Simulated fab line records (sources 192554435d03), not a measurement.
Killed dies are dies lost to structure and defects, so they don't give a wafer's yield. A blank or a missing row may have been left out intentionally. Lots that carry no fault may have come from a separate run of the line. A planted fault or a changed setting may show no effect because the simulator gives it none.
fab line records    flow n5_finfet
record lots=5  wafers=15  last_day=16
route steps=1938 shown WELL_APT@20 PMOS_HMC_CHANNEL_EPI@57 BEOL_M4@1111
lots with no fault: from the same line, run without faults
start_h: hours from the record's opening day to when the first of the lot's shown wafers began    wait_h: time in hours since the lot's previous step    " repeats the value in the row above    L1.1+2: several wafers, shown together as one row    - no value present, or no start provided    * or withheld: withheld    < > ~ a bound
route shown NAME@n: NAME is a module with steps in the file, n the number in the route of the first one    usual: mean/standard deviation of fault-free wafers    same: alike in all rows    chamber/n: place in a boat    sites: per-site readings    _std_site: standard deviation across them    _edge_site: mean of outer sites minus mean of inner sites    radius_mm: for every site, how far away it sits from the centre of the wafer    mask NAME#n: copy n    behind: tool/chamber where the wafer was last shaped    hold: what put the lot on hold/how long, in hours/how the hold closed    device: the n, p or np transistor that did not switch    end of line: tests of these same wafers at the route's end    for a step that has no rows: nothing shown but its recipe    killed: the dies lost at the first sort to structure and to defects; this is not the yield of the wafer    map: a wafer's dies, marking killed ones x, the rest . and places with no die _
set.NAME: the setting as run; set.NAME@STEP: as run at that earlier step    model.NAME: the simulator's own value behind a step, which no gauge read
lots seen at some steps along the route; tables by step, rows by wafer
services: a tool's chamber out of use, with start hour (start_h, from the record's first day; less than 0 if before it), hours out, and reason
## steps
# step N5_WELL_APT_HMDS_01
# recipe time_s=60  temp_c=120
# step N5_WELL_APT_COAT_02
# recipe spin_rpm=1357  resist_thk_nm=950
# step N5_WELL_APT_EBR_04
# recipe solvent=PGMEA  ebr_width_mm=1.5
# step N5_WELL_APT_SOFTBAKE_03
# recipe temp_c=130  time_s=60
# step N5_WELL_APT_EXPOSE_05
# recipe mask_id=NWELL  na=0.8  source_shape=conventional  sigma_outer=0.8  polarization=unpolarized  defocus_nm=0  target_cd_nm=200  dose_mj=20.3
# step N5_WELL_APT_PEB_06
# recipe peb_temp_c=130  peb_time_s=90
# step N5_WELL_APT_DEVELOP_07
# recipe develop_time_s=45  rinse_liquid=surfactant_rinse  dry=air_spin  dev_temp_c=21
# step N5_WELL_APT_HARDBAKE_12
# recipe temp_c=130  time_s=120
# step N5_WELL_APT_DESCUM_13
# recipe chemistry=O2  time_s=7.9  source_power_w=50  bias_power_w=20  pressure_mtorr=20  rf_frequency_hz=2.712e+07  temp_c=40  o2_flow_sccm=225
# step N5_WELL_APT_IMPLANT_14
# recipe species=P  energy_kev=160  dose_cm2=1.5e+13  tilt_deg=0  rotation_deg=0
# usual beam_energy_keV=160.00/0.053  dose_ions_cm2=1.4999e+13/1.6e+10  faraday_current_uA=190/3.8
lot.wafer  tool          chamber  start_h  wait_h  beam_energy_keV  dose_ions_cm2  faraday_current_uA
L356.3     implanter-01  0        104.76   0.1     160.01           1.5011e+13     190
L356.5     "             0        "        "       159.99           1.5014e+13     187
L356.6     "             0        "        "       160.03           1.501e+13      195
L359.1     implanter-01  0        121.93   0.1     160.06           1.3922e+13     177
L359.2     "             0        "        "       159.97           1.393e+13      174
L359.4     "             0        "        "       160.07           1.3915e+13     185
L360.1     implanter-02  0        128.74   0.1     159.98           1.4972e+13     189
L360.3     "             0        "        "       160.01           1.4985e+13     182
L360.5     "             0        "        "       159.97           1.4975e+13     183
L361.2     implanter-01  0        134.06   0.1     160.01           1.3928e+13     176
L361.3     "             0        "        "       160.00           1.3924e+13     179
L361.4     "             0        "        "       160.00           1.3914e+13     176
L362.1     implanter-01  0        140.57   0.1     159.95           1.3938e+13     175
L362.3     "             0        "        "       159.99           1.3907e+13     176
L362.5     "             0        "        "       160.02           1.3926e+13     175
# step N5_WELL_APT_IMPLANT_15
# recipe species=As  energy_kev=25  dose_cm2=1.5e+13  tilt_deg=0  rotation_deg=0
# step N5_WELL_APT_STRIP_16
# recipe chemistry=SPM  time_s=900  temp_c=130  h2so4_h2o2_vol_ratio=4  dry=ipa_marangoni
# step N5_WELL_APT_HMDS_18
# recipe time_s=60  temp_c=120
# step N5_WELL_APT_COAT_19
# recipe spin_rpm=1357  resist_thk_nm=950
# step N5_WELL_APT_EBR_21
# recipe solvent=PGMEA  ebr_width_mm=1.5
# step N5_WELL_APT_SOFTBAKE_20
# recipe temp_c=130  time_s=60
# step N5_WELL_APT_EXPOSE_22
# recipe mask_id=PWELL  na=0.8  source_shape=conventional  sigma_outer=0.8  polarization=unpolarized  defocus_nm=0  target_cd_nm=200  dose_mj=23.2
# step N5_WELL_APT_PEB_23
# recipe peb_temp_c=130  peb_time_s=90
# step N5_WELL_APT_DEVELOP_24
# recipe develop_time_s=45  rinse_liquid=surfactant_rinse  dry=air_spin  dev_temp_c=21
# step N5_WELL_APT_HARDBAKE_29
# recipe temp_c=130  time_s=120
# step N5_WELL_APT_DESCUM_30
# recipe chemistry=O2  time_s=7.9  source_power_w=50  bias_power_w=20  pressure_mtorr=20  rf_frequency_hz=2.712e+07  temp_c=40  o2_flow_sccm=225
# step N5_WELL_APT_IMPLANT_31
# recipe species=B  energy_kev=60  dose_cm2=1.5e+13  tilt_deg=0  rotation_deg=0
# step N5_WELL_APT_IMPLANT_32
# recipe species=BF2  energy_kev=50  dose_cm2=2e+13  tilt_deg=0  rotation_deg=0
# step N5_WELL_APT_STRIP_33
# recipe chemistry=SPM  time_s=900  temp_c=130  h2so4_h2o2_vol_ratio=4  dry=ipa_marangoni
# step N5_WELL_APT_RTA_34
# recipe temp_c=1000  time_s=10  ambient=N2  idle_temp_c=600  ramp_up_c_per_s=150  ramp_down_c_per_s=60  cool_to_c=600
# step N5_WELL_APT_OXIDE_STRIP_42
# recipe chemistry=dHF  dilution=25:1  time_s=45  temp_c=25  target=SiO2  target_depth_a=120
# step N5_WELL_APT_PRECLEAN_36
# recipe chemistry=O3/DIW  time_s=45  temp_c=22  o3_ppm=10
# step N5_WELL_APT_PRECLEAN_39
# recipe chemistry=dHF  time_s=60  dilution=150:1  temp_c=25
# step N5_WELL_APT_SRD_37
# recipe dry=ipa_marangoni  do_ppb=5  time_s=30  temp_c=23  rinse_liquid=diw
# step N5_WELL_APT_EPI_41
# recipe material=Si  target_thk_a=500  temp_c=650  precursor=SiH4/H2  pressure_torr=20  time_s=297.7
# step N5_PMOS_HMC_CHANNEL_EPI_HM_DEP_34
# recipe material=SiO2  target_thk_a=360  temp_c=400  precursor=TEOS/O2  pressure_torr=6.5  rf_w=900  teos_flow_sccm=161.4  gas=O2  flow_sccm=2650  time_s=6.9
# step N5_PMOS_HMC_CHANNEL_EPI_COAT_31
# recipe resist=BARC  temp_c=205  time_s=60  spin_rpm=1500  resist_thk_nm=66
# step N5_PMOS_HMC_CHANNEL_EPI_COAT_03
# recipe resist=CAR-ArF-block  spin_rpm=1500  resist_thk_nm=205
# step N5_PMOS_HMC_CHANNEL_EPI_EBR_05
# recipe solvent=PGMEA  ebr_width_mm=1.5
# step N5_PMOS_HMC_CHANNEL_EPI_SOFTBAKE_04
# recipe temp_c=110  time_s=60  resist=CAR-ArF-block
# step N5_BEOL_M4_RC_MEAS_101
# usual DIBL_N=36.3/1.2  DIBL_P=36.1/1.6  IOFF_N=0.161/0.023  IOFF_P=0.209/0.027  ION_N=676/8.9  ION_P=462/5.3  RS_NWELL=1037/6.9  SS_N=71.5/0.51  SS_P=73.2/0.5  VT_N=249.1/2.5  VT_P=-249.9/2.8
lot.wafer  tool       chamber  start_h  wait_h  DIBL_N[mV/V]  DIBL_P[mV/V]  IOFF_N[nA/um]  IOFF_P[nA/um]  ION_N[uA/um]  ION_P[uA/um]  RS_NWELL[ohm/sq]  SS_N[mV/dec]  SS_P[mV/dec]  VT_N[mV]  VT_P[mV]
L356.3     prober-02  0        249.34   0.3     36.2          36.4          0.166          0.206          669           459           1036              71.3          73.2          250.0     -250.2
L356.5     "          0        "        "       35.1          35.6          0.157          0.204          681           469           1032              72.0          72.9          249.4     -250.6
L356.6     "          0        "        "       34.9          34.8          0.150          0.186          668           459           1034              71.0          72.8          251.0     -250.7
L359.2     prober-02  0        274.85   0.2     37.9          36.5          0.191          0.233          693           464           1082              72.0          73.5          246.8     -248.7
L359.4     "          0        "        "       38.8          37.4          0.210          0.256          691           472           1078              72.1          74.3          245.5     -249.8
L360.1     prober-01  0        278.61   0.0     34.8          33.6          0.139          0.183          663           463           1031              70.6          72.9          249.4     -254.0
L360.3     "          0        "        "       36.9          35.7          0.164          0.216          673           461           1040              71.5          72.9          248.3     -248.8
L360.5     "          0        "        "       37.2          35.9          0.181          0.222          678           464           1028              72.0          73.6          248.5     -248.1
L361.2     prober-02  0        278.87   0.2     37.8          37.2          0.202          0.225          695           466           1090              72.2          73.0          245.0     -249.9
L361.3     "          0        "        "       37.4          37.6          0.178          0.224          688           468           1096              72.0          73.8          248.6     -248.7
L361.4     "          0        "        "       36.9          36.7          0.167          0.212          681           459           1090              71.8          72.5          249.6     -249.5
L362.1     prober-02  0        284.60   0.0     36.9          38.7          0.155          0.237          667           460           1088              71.6          73.7          252.0     -247.5
L362.3     "          0        "        "       37.1          38.2          0.152          0.223          669           455           1077              71.5          73.6          252.4     -247.7
L362.5     "          0        "        "       38.2          40.2          0.180          0.271          676           465           1091              71.6          74.1          248.3     -245.8
## services
tool          chamber  start_h  hours  kind
implanter-02  -        105.26   1.1    repair
## key
first_sign step=N5_WELL_APT_IMPLANT_14  reading=dose_ions_cm2  direction=down  sigmas=69  usual=1.4999e+13  struck=1.3923e+13
effect step=N5_WELL_APT_IMPLANT_14  reading=faraday_current_uA  direction=down  sigmas=3.4  usual=190  struck=177
effect step=N5_BEOL_M4_RC_MEAS_101  reading=RS_NWELL  direction=up  sigmas=7.2  usual=1037  struck=1087
met_at N5_WELL_APT_IMPLANT_14
struck_wafers L359.1,L359.2,L359.4,L361.2,L361.3,L361.4,L362.1,L362.3,L362.5
rows_end L359.1,L362.1,L362.3,L362.5
onset_between 104.76 121.93
fault kind=process_parameter_drift  tool=implanter-01  chamber=-  onset_h=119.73  steps=N5_WELL_APT_IMPLANT_14  channel=dose_cm2  offset=-1.0645e+12  shape=step  acts_in=these_recipes_only  stated=1.5e+13
# rows_end: these wafers met a further fault down the route, and their rows from its step on are left out
